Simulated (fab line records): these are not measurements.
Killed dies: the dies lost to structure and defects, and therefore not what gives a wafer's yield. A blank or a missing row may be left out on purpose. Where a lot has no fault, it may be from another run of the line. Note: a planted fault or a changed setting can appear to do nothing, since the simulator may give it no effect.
fab line records -- flow nandHarc
record: lots: 12, wafers: 36, lastDay: 31
route steps=1302 shown A_STAIRCASE@669 END@1302
lots with no fault: from the same line, run without faults
startH: hours from the record's first day to the start of the lot's first wafer shown -- waitH: hours from the lot's prior step to this one -- " the same as in the row above -- L1.1+2: a single row standing in for several wafers -- - no value present, or no start provided -- * or withheld: withheld -- < > ~ a bound
route shown NAME@n: NAME is a module with steps in the file, n the number in the route of the first one -- usual: the fault-free wafers' mean and standard deviation -- same: alike in all rows -- chamber/n: place in a boat -- sites: each site's reading -- _std_site: their standard deviation -- _edge_site: inner sites' mean taken away from outer sites' mean -- radiusMm: how far each site lies from the wafer's centre -- mask NAME#n: copy n -- behind: the tool/chamber that last shaped the wafer -- hold: the reason the lot was held/the length of the hold in hours/how it ended -- device: which transistor (n, p or np) failed to switch -- end of line: the same wafers' tests at the end of the route -- a step with no rows: only its recipe -- killed: not the wafer's yield, but the dies lost to structure and defects at the first sort -- map: shows each die of a wafer: x if killed, . if not, _ if none is there
set.NAME: the setting the step ran with; set.NAME@STEP: the setting that earlier step ran with -- model.NAME: the simulator's own value behind a step, which no gauge read
one table for each step of the route and one row for each wafer, over a sample of lots
services: a tool's chamber out of use, with start hour (startH, from the record's first day; less than 0 if before it), hours out, and reason
== steps ==
step: NHARC_A_STAIRCASE_ETCH_13
recipe: targetDepthA: 1000, timeS: 40.5, ionEnergyEv: 400, c4f8FlowSccm: 20, o2FlowSccm: 10, arFlowSccm: withheld, rfW: 600, biasW: 1000, chemistry: C4F8/O2
usual: biasW: 1000/3.2, oesProductAu: 0.939/0.014, rfVppV: 894.4/2.9
lot.wafer,tool,chamber,startH,waitH,biasW,oesProductAu,rfHoursCounterH,rfVppV
L282.3,rieDiel-11,2,-,-,1005,0.957,33,893.2
L282.4,rieDiel-11,3,-,-,1001,0.947,34,896.5
L282.5,rieDiel-11,0,-,-,998,0.933,-,895.2
L284.1,rieDiel-08,2,-,-,1002,0.952,42,892.8
L284.4,rieDiel-08,0,-,-,1001,0.918,51,894.5
L284.5,rieDiel-08,2,-,-,1000,0.961,-,893.5
L286.1,rieDiel-07,1,-,-,1000,0.932,28,893.5
L286.2,rieDiel-07,2,-,-,1003,0.964,29,901.8
L286.5,rieDiel-07,0,-,-,998,0.962,-,892.8
L285.2,rieDiel-11,3,-,-,1001,0.929,46,895.4
L285.1,rieDiel-11,1,-,-,1000,0.950,42,894.4
L285.5,rieDiel-11,2,-,-,994,0.938,-,892.8
L291.1,rieDiel-08,3,-,-,1006,0.944,22,895.0
L291.3,rieDiel-08,2,-,-,1000,0.943,17,894.5
L291.6,rieDiel-08,0,-,-,1000,0.935,-,895.9
L290.2,rieDiel-08,1,-,-,994,0.931,20,896.1
L290.1,rieDiel-08,3,-,-,1008,0.959,22,892.5
L290.4,rieDiel-08,0,-,-,997,0.949,23,894.2
L293.4,rieDiel-11,1,-,-,1001,0.956,7,894.0
L293.6,rieDiel-11,3,-,-,1001,0.940,-,896.0
L293.5,rieDiel-11,0,-,-,996,0.937,-,894.9
L292.2,rieDiel-08,3,-,-,998,0.941,29,893.5
L292.6,rieDiel-08,1,-,-,998,0.942,-,894.9
L292.5,rieDiel-08,2,-,-,1001,0.945,-,893.3
L294.1,rieDiel-08,0,-,-,1001,0.941,29,895.0
L294.2,rieDiel-08,3,-,-,999,0.931,31,892.0
L294.5,rieDiel-08,1,-,-,1001,0.916,-,893.2
L297.4,rieDiel-07,0,-,-,998,0.917,7,891.5
L297.2,rieDiel-07,3,-,-,996,0.934,7,895.3
L297.6,rieDiel-07,0,-,-,996,0.915,-,891.0
L300.4,rieDiel-07,1,-,-,996,0.950,11,891.8
L300.2,rieDiel-07,2,-,-,998,0.949,12,901.8
L300.1,rieDiel-07,3,-,-,998,0.944,13,893.7
L299.3,rieDiel-07,1,-,-,1005,0.928,11,893.2
L299.5,rieDiel-07,3,-,-,1004,0.935,-,893.7
L299.6,rieDiel-07,0,-,-,1007,0.907,-,892.1
step: NHARC_A_STAIRCASE_TRIM_14
recipe: timeS: 211.2, o2FlowSccm: 500, arFlowSccm: 0, biasW: 0, chemistry: O2
usual: drypumpMotorCurrentA: 5.7/0.41, mfcArSccm: 0.010/0.011, oesProductAu: 0.997/0.011, rfVppV: 57.7/0.87, showerheadPlenumPTorr: 3.49/0.078, throttleValvePct: 17.035/0.0099
same: biasW: 0
lot.wafer,tool,chamber,startH,waitH,drypumpMotorCurrentA,mfcArSccm,oesProductAu,rfHoursCounterH,rfVppV,showerheadPlenumPTorr,throttleValvePct
L282.4,rieDiel-11,0,-,-,5.7,0,0.976,25,58.2,3.53,17.034
L282.3,rieDiel-11,1,-,-,5.8,0,0.986,31,57.5,3.47,17.015
L282.5,rieDiel-11,0,-,-,5.7,0,0.986,-,57.7,3.53,17.037
L284.4,rieDiel-08,3,-,-,5.9,0.002,0.995,55,57.0,3.44,17.031
L284.1,rieDiel-08,0,-,-,5.5,0.027,0.981,51,57.7,3.51,17.037
L284.5,rieDiel-08,2,-,-,6.2,0.019,0.993,-,57.0,3.47,17.036
L286.1,rieDiel-07,2,-,-,5.5,0,1.024,29,57.4,3.73,17.025
L286.2,rieDiel-07,0,-,-,6.3,0.019,1.001,30,57.6,3.44,17.028
L286.5,rieDiel-07,1,-,-,6.1,0,0.991,-,57.5,3.47,17.038
L285.1,rieDiel-11,2,-,-,5.4,0.009,1.010,43,57.4,3.45,17.047
L285.2,rieDiel-11,0,-,-,5.7,0,0.979,39,57.6,3.52,17.031
L285.5,rieDiel-11,1,-,-,5.9,0,1.007,-,57.6,3.46,17.039
L291.1,rieDiel-08,1,-,-,5.6,0.008,0.985,19,57.6,3.50,17.038
L291.3,rieDiel-08,0,-,-,5.5,0.027,0.983,22,59.3,3.49,17.032
L291.6,rieDiel-08,2,-,-,6.2,0.019,0.984,-,56.1,3.45,17.018
L290.1,rieDiel-08,2,-,-,6.2,0.019,0.992,17,56.0,3.45,17.044
L290.4,rieDiel-08,3,-,-,5.9,0.002,0.988,22,57.8,3.43,17.052
L290.2,rieDiel-08,0,-,-,5.5,0.027,0.994,23,57.2,3.50,17.029
L293.4,rieDiel-11,3,-,-,5.1,0,0.993,8,58.1,3.51,17.028
L293.5,rieDiel-11,1,-,-,5.9,0,1.000,-,57.8,3.46,17.022
L293.6,rieDiel-11,2,-,-,5.4,0.009,0.993,-,59.2,3.44,17.048
L292.2,rieDiel-08,1,-,-,5.7,0.008,0.979,27,58.5,3.50,17.033
L292.6,rieDiel-08,3,-,-,5.9,0.002,0.993,-,57.2,3.43,17.021
L292.5,rieDiel-08,0,-,-,5.5,0.027,0.994,-,57.9,3.49,17.043
L294.1,rieDiel-08,3,-,-,5.9,0.002,0.993,31,57.4,3.43,17.044
L294.2,rieDiel-08,2,-,-,6.2,0.019,0.990,26,58.3,3.45,17.052
L294.5,rieDiel-08,0,-,-,5.5,0.027,0.996,-,58.8,3.49,17.042
L297.2,rieDiel-07,3,-,-,5.0,0.029,1.003,8,56.0,3.47,17.029
L297.4,rieDiel-07,0,-,-,6.3,0.019,0.979,7,55.8,3.42,17.049
L297.6,rieDiel-07,0,-,-,6.3,0.019,0.985,-,56.6,3.42,17.035
L300.2,rieDiel-07,1,-,-,6.1,0,1.013,11,58.4,3.45,17.033
L300.4,rieDiel-07,3,-,-,5.0,0.029,1.021,13,56.9,3.47,17.040
L300.1,rieDiel-07,0,-,-,6.3,0.019,0.987,13,58.1,3.42,17.039
L299.3,rieDiel-07,2,-,-,5.4,0,1.013,12,58.9,3.71,17.030
L299.6,rieDiel-07,1,-,-,6.1,0,1.004,-,56.5,3.45,17.045
L299.5,rieDiel-07,2,-,-,5.4,0,1.011,-,57.0,3.71,17.056
step: NHARC_A_STAIRCASE_TRIM_26
recipe: timeS: 211.2, o2FlowSccm: 500, arFlowSccm: 0, biasW: 0, chemistry: O2
usual: drypumpMotorCurrentA: 5.7/0.41, mfcArSccm: 0.010/0.011, oesProductAu: 0.997/0.012, rfVppV: 57.7/0.88, showerheadPlenumPTorr: 3.49/0.086, throttleValvePct: 17.038/0.0098
same: biasW: 0
lot.wafer,tool,chamber,startH,waitH,drypumpMotorCurrentA,mfcArSccm,oesProductAu,rfHoursCounterH,rfVppV,showerheadPlenumPTorr,throttleValvePct
L282.3,rieDiel-07,1,359.70,-,6.1,0,0.987,18,57.4,3.47,17.051
L282.4,rieDiel-07,3,359.70,-,5.0,0.029,1.011,12,56.4,3.49,17.032
L282.5,rieDiel-07,0,359.70,-,6.3,0.019,1.003,-,58.9,3.44,17.042
L284.1,rieDiel-08,1,370.01,-,5.6,0.008,1.003,50,58.3,3.51,17.034
L284.4,rieDiel-08,0,370.01,-,5.5,0.027,0.988,51,58.7,3.51,17.025
L284.5,rieDiel-08,1,370.01,-,5.7,0.008,0.997,-,59.0,3.51,17.060
L286.2,rieDiel-08,2,392.71,-,6.2,0.019,1.000,3,56.3,3.46,17.051
L286.1,rieDiel-08,1,392.71,-,5.6,0.008,0.976,3,56.9,3.51,17.041
L286.5,rieDiel-08,3,392.71,-,6.0,0.002,1.007,-,57.6,3.44,17.026
L285.1,rieDiel-07,2,393.08,-,5.5,0,1.005,30,58.3,3.72,17.046
L285.2,rieDiel-07,3,393.08,-,5.0,0.029,1.009,23,58.4,3.49,17.034
L285.5,rieDiel-07,2,393.08,-,5.4,0,1.018,-,58.8,3.73,17.035
L291.1,rieDiel-07,2,451.54,-,5.4,0,1.006,43,57.5,3.72,17.022
L291.3,rieDiel-07,3,451.54,-,5.0,0.029,1.009,38,58.8,3.48,17.047
L291.6,rieDiel-07,1,451.54,-,6.1,0,0.990,-,57.2,3.46,17.028
L290.2,rieDiel-08,3,455.69,-,5.9,0.002,0.996,23,57.9,3.43,17.022
L290.1,rieDiel-08,1,455.69,-,5.6,0.008,0.980,21,58.7,3.50,17.036
L290.4,rieDiel-08,2,455.69,-,6.2,0.019,0.992,18,58.4,3.45,17.057
L293.4,rieDiel-11,3,465.18,-,5.1,0,1.009,9,58.0,3.52,17.022
L293.6,rieDiel-11,3,465.18,-,5.1,0,0.999,-,57.2,3.51,17.032
L293.5,rieDiel-11,0,465.18,-,5.8,0,0.981,-,58.4,3.51,17.033
L292.2,rieDiel-08,1,473.45,-,5.7,0.008,0.988,28,57.2,3.50,17.026
L292.6,rieDiel-08,1,473.45,-,5.7,0.008,0.988,-,57.7,3.50,17.058
L292.5,rieDiel-08,2,473.45,-,6.2,0.019,0.994,-,59.3,3.45,17.034
L294.1,rieDiel-11,2,479.42,-,5.4,0.009,0.978,13,58.1,3.44,17.027
L294.2,rieDiel-11,1,479.42,-,5.9,0,0.993,13,57.8,3.45,17.040
L294.5,rieDiel-11,3,479.42,-,5.1,0,0.999,-,56.2,3.51,17.039
L297.2,rieDiel-11,2,512.11,-,5.4,0.009,0.995,23,58.4,3.43,17.045
L297.4,rieDiel-11,3,512.11,-,5.1,0,1.010,24,57.5,3.51,17.042
L297.6,rieDiel-11,1,512.11,-,5.9,0,1.002,-,58.0,3.45,17.047
L300.4,rieDiel-07,2,525.06,-,5.5,0,1.012,13,57.8,3.71,17.038
L300.1,rieDiel-07,0,525.06,-,6.3,0.019,0.889,14,57.2,3.42,17.021
L300.2,rieDiel-07,1,525.06,-,6.1,0,1.011,13,56.6,3.45,17.035
L299.3,rieDiel-07,1,525.41,-,6.1,0,1.012,13,59.5,3.45,17.044
L299.5,rieDiel-07,0,525.41,-,6.4,0.019,0.891,-,56.4,3.41,17.035
L299.6,rieDiel-07,1,525.41,-,6.1,0,0.992,-,57.9,3.45,17.040
step: NHARC_A_STAIRCASE_ETCH_27
recipe: targetDepthA: 1000, timeS: 40.5, ionEnergyEv: 400, c4f8FlowSccm: 20, o2FlowSccm: 10, arFlowSccm: withheld, rfW: 600, biasW: 1000, chemistry: C4F8/O2
usual: biasW: 1000/3.1, oesProductAu: 0.943/0.013, rfVppV: 895/3.3
lot.wafer,tool,chamber,startH,waitH,biasW,oesProductAu,rfHoursCounterH,rfVppV
L282.4,rieDiel-07,3,-,-,1000,0.972,12,895
L282.3,rieDiel-07,1,-,-,1000,0.936,18,893
L282.5,rieDiel-07,3,-,-,1002,0.970,-,895
L284.1,rieDiel-08,2,-,-,1003,0.936,42,893
L284.4,rieDiel-08,3,-,-,999,0.947,55,893
L284.5,rieDiel-08,2,-,-,1001,0.947,-,893
L286.2,rieDiel-08,3,-,-,1003,0.956,3,893
L286.1,rieDiel-08,1,-,-,999,0.946,3,897
L286.5,rieDiel-08,0,-,-,1001,0.941,-,894
L285.2,rieDiel-07,2,-,-,1003,0.959,30,903
L285.1,rieDiel-07,3,-,-,996,0.958,23,895
L285.5,rieDiel-07,2,-,-,1004,0.967,-,902
L291.1,rieDiel-07,2,-,-,1000,0.953,43,901
L291.3,rieDiel-07,0,-,-,997,0.935,47,893
L291.6,rieDiel-07,3,-,-,1001,0.962,-,894
L290.2,rieDiel-08,2,-,-,1001,0.923,18,893
L290.4,rieDiel-08,3,-,-,1001,0.936,23,893
L290.1,rieDiel-08,0,-,-,992,0.927,24,895
L293.4,rieDiel-11,0,-,-,1002,0.940,9,895
L293.5,rieDiel-11,3,-,-,997,0.941,-,896
L293.6,rieDiel-11,0,-,-,1007,0.947,-,897
L292.2,rieDiel-08,3,-,-,997,0.949,30,893
L292.6,rieDiel-08,3,-,-,999,0.945,-,894
L292.5,rieDiel-08,0,-,-,997,0.952,-,894
L294.2,rieDiel-11,3,-,-,1004,0.947,15,896
L294.1,rieDiel-11,1,-,-,1004,0.950,13,893
L294.5,rieDiel-11,3,-,-,1004,0.948,-,897
L297.2,rieDiel-11,3,-,-,999,0.954,24,896
L297.4,rieDiel-11,2,-,-,995,0.931,23,892
L297.6,rieDiel-11,0,-,-,998,0.914,-,893
L300.1,rieDiel-07,2,-,-,999,0.945,13,903
L300.4,rieDiel-07,3,-,-,997,0.936,15,894
L300.2,rieDiel-07,0,-,-,999,0.922,15,891
L299.3,rieDiel-07,1,-,-,1000,0.940,13,892
L299.5,rieDiel-07,1,-,-,1001,0.935,-,894
L299.6,rieDiel-07,2,-,-,997,0.970,-,903
step: NHARC_END_SORT_01
recipe: tempC: 25
usual: killedAtArray: 59/19, killedAtOther: 1.0/1.1, killedAtPeriphery: 3.8/2.4, killedDies: 64/19, killedOpen: 3.3/2, killedShort: 2.4/1.6
same: grossDies: 677
lot.wafer,tool,chamber,startH,waitH,killedAtArray,killedAtOther,killedAtPeriphery,killedDies,killedOpen,killedShort
L300.1,prober-02,0,745.44,2.5,24,1,5,30,3,3
L300.2,prober-02,0,746.24,2.8,30,2,0,32,6,2
L300.4,prober-02,0,747.85,3.4,24,1,4,29,2,0
L299.3,prober-01,0,747.06,3.1,94,0,5,99,8,4
L299.5,prober-01,0,748.68,3.7,101,1,3,105,8,2
L299.6,prober-01,0,749.49,4.0,82,0,3,85,5,1
killed by level:class
L300.1 A_CHANNEL_HOLE_D1:chamberFilmFlake=9 A_SLIT:chamberFilmFlake=6 P_ZERO_WELL:chamberFilmFlake=2 A_DECK1_JOINT:chamberFilmFlake=2 A_CONTACT:chamberFilmFlake=2 P_STI:geometricParticle:short=1 P_GATE:geometricParticle:open=1 A_SOURCE_PLATE:geometricParticle:short=1
L300.2 A_CHANNEL_HOLE_D1:chamberFilmFlake=10 A_SLIT:chamberFilmFlake=6 A_CONTACT:chamberFilmFlake=3 A_M0:geometricParticle:open=2 A_WL_FILL:chamberFilmFlake=2 A_ONON_D1:geometricParticle:short=1 A_CHANNEL_FILL_D1:geometricParticle:open=1 A_DECK1_JOINT:geometricParticle:open=1
L299.3 A_CHANNEL_HOLE_D1:chamberFilmFlake=30 A_SLIT:chamberFilmFlake=25 A_CHANNEL_HOLE_D2:chamberFilmFlake=14 A_CONTACT:chamberFilmFlake=10 A_WL_FILL:chamberFilmFlake=3 A_ONON_D1:geometricParticle:open=2 A_M1:geometricParticle:open=2 P_STI:geometricParticle:short=1
L300.4 A_CHANNEL_HOLE_D1:chamberFilmFlake=12 A_SLIT:chamberFilmFlake=5 P_M0:geometricParticle:open=2 P_GATE:chamberFilmFlake=2 A_CHANNEL_HOLE_D2:chamberFilmFlake=2 A_CONTACT:chamberFilmFlake=2 A_DECK1_JOINT:chamberFilmFlake=1 A_WL_FILL:chamberFilmFlake=1
L299.5 A_SLIT:chamberFilmFlake=33 A_CHANNEL_HOLE_D1:chamberFilmFlake=32 A_CHANNEL_HOLE_D2:chamberFilmFlake=15 A_CONTACT:chamberFilmFlake=12 A_CHANNEL_FILL_D1:geometricParticle:open=2 A_ONON_D2:geometricParticle:open=2 A_CHANNEL_FILL_D2:chamberFilmFlake=2 P_CONTACT:geometricParticle:short=1
L299.6 A_CHANNEL_HOLE_D1:chamberFilmFlake=34 A_SLIT:chamberFilmFlake=22 A_CHANNEL_HOLE_D2:chamberFilmFlake=10 A_CONTACT:chamberFilmFlake=7 A_STAIRCASE:chamberFilmFlake=3 P_CONTACT:geometricParticle:open=2 A_M1:geometricParticle:open=2 A_WL_FILL:chamberFilmFlake=2
== services ==
tool,chamber,startH,hours,kind
rieDiel-11,0,334.16,9.1,repair
rieDiel-08,0,354.78,-,clean
rieDiel-08,1,354.78,-,clean
rieDiel-08,2,354.78,-,clean
rieDiel-08,3,354.78,-,clean
rieDiel-07,0,355.08,-,clean
rieDiel-07,1,355.08,-,clean
rieDiel-07,2,355.08,-,clean
rieDiel-07,3,355.08,-,clean
rieDiel-11,-,369.59,0.5,repair
rieDiel-08,-,376.42,9.0,pm
rieDiel-08,0,376.42,9.0,ventCycle
rieDiel-08,1,376.42,9.0,ventCycle
rieDiel-08,2,376.42,9.0,ventCycle
rieDiel-08,3,376.42,9.0,ventCycle
rieDiel-07,0,379.58,-,clean
rieDiel-07,1,379.58,-,clean
rieDiel-07,2,379.58,-,clean
rieDiel-07,3,379.58,-,clean
rieDiel-07,2,409.37,8.9,repair
rieDiel-11,-,432.55,9.0,pm
rieDiel-08,0,456.02,8.7,repair
rieDiel-07,-,474.08,9.0,pm
rieDiel-08,3,508.36,2.5,repair
== key ==
firstSign: step: NHARC_A_STAIRCASE_TRIM_26, reading: oesProductAu, direction: down, sigmas: 8.9, usual: 0.997, struck: 0.890
effect none on later readings
metAt NHARC_A_STAIRCASE_TRIM_26
struckLots L299,L300
struckWafers L299.5,L300.1
testerLeftOut L299,L300
notActingAt NHARC_A_STAIRCASE_ETCH_13,NHARC_A_STAIRCASE_TRIM_14,NHARC_A_STAIRCASE_ETCH_27
onsetBetween 359.70 525.06
fault: kind: processParameterDrift, tool: rieDiel-07, chamber: 0, onsetH: 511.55, steps: NHARC_A_STAIRCASE_TRIM_26, channel: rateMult, offset: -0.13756, shape: step, endH: 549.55
testerLeftOut: of these lots the tester's yield and bins aren't shown, on N5 and GAA mostly nor the transistor test; their killed dies are dies lost to structure and defects alone, not to doping, threshold or leakage, so they don't give the yield
